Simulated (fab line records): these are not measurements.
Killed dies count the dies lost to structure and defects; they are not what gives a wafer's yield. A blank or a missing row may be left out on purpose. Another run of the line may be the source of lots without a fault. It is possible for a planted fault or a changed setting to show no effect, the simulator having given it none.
Split-lot trial ; flow n5_finfet ; on a route of 1938 steps: 7 lots, 21 wafers read

SPLIT DETAILS
At N5_BEOL_M13_COAT_22 (resist thk 300 nm), the setting spin_rpm was moved away from the recipe's 2888 rpm on 4 of the 21 wafers read, by -8.9% to +9.7%. All remaining wafers had this setting at the recipe value.

The reading comes from the split's own step.

THE READING
coat_of_BEOL_M13_COAT_22.thk_nm (the simulator's own value, which no gauge read), in nm, at N5_BEOL_M13_COAT_22 (resist thk 300 nm). There is no usual value for it anywhere in the file. Across the 17 wafers here that went through the recipe, the average is 300.7 nm and the standard deviation 0.98 nm.

wafer;tool, chamber at the split;spin_rpm as run, rpm;against the recipe;coat_of_BEOL_M13_COAT_22.thk_nm, nm;against lot-mates on the recipe
L079.3;litho_track-03, 0;2888;recipe;301.6;-
L079.5;litho_track-03, 0;2888;recipe;302;-
L079.6;litho_track-03, 0;2888;recipe;301;-
L080.1;litho_track-03, 0;2888;recipe;302.2;-
L080.5;litho_track-03, 0;2888;recipe;301.2;-
L080.6;litho_track-03, 0;2888;recipe;301.6;-
L087.1;litho_track-03, 0;2888;recipe;300.8;-
L087.4;litho_track-03, 0;2888;recipe;301.2;-
L087.5;litho_track-03, 0;3167;+9.7%;287.2;-13.8
L086.1;litho_track-04, 0;2888;recipe;298.8;-
L086.2;litho_track-04, 0;2888;recipe;299.6;-
L086.3;litho_track-04, 0;2888;recipe;299;-
L088.1;litho_track-01, 0;2631;-8.9%;313.6;+13.8
L088.3;litho_track-01, 0;2888;recipe;300.2;-
L088.6;litho_track-01, 0;2888;recipe;299.4;-
L089.2;litho_track-03, 0;2888;recipe;300.2;-
L089.4;litho_track-03, 0;2651;-8.2%;313;+12.5
L089.6;litho_track-03, 0;2888;recipe;300.8;-
L093.4;litho_track-04, 0;2888;recipe;301.2;-
L093.5;litho_track-04, 0;2888;recipe;300.6;-
L093.6;litho_track-04, 0;2784;-3.6%;305.6;+4.7

THE FIT
A straight line over all 21 wafers: coat_of_BEOL_M13_COAT_22.thk_nm changes by -1.44 nm for each +1% of spin_rpm; r = -0.98; the points scatter about the line by 0.94 nm.
The same after taking each lot's own level away (the mean of its wafers on the recipe; 21 wafers): -1.48 nm for each +1%; r = -1.00; scatter 0.41 nm.
That fit puts the effect of the largest move of spin_rpm on the reading at 14 nm.
The lots' own levels span 299.13 to 301.67 nm, that is 2.6 times the standard deviation above.
So the lot-to-lot level changes the slope little: the two slopes agree.
Check: with one of the wafers moved furthest among these (+9.7%) left out of the fit, the line predicts -14.7 nm for it against its lot-mates. It came out at -13.8 nm against them.

FURTHER SPLITS ON THESE WAFERS
These wafers also went through other splits before the reading. Each is held against what the fit with the lots' levels taken away leaves over:
other split on the same wafers;wafers away from the commonest value;r with coat_of_BEOL_M13_COAT_22.thk_nm (lot level and that fit taken away)
N5_BEOL_M10_DESCUM_16 time_s;8;+0.14
N5_BEOL_M11_PECVD_70 temp_c;8;-0.09

FILE'S OWN FIT
coat_of_BEOL_M13_COAT_22.thk_nm changes by -1.49 nm for each +1% of spin_rpm, r = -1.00.
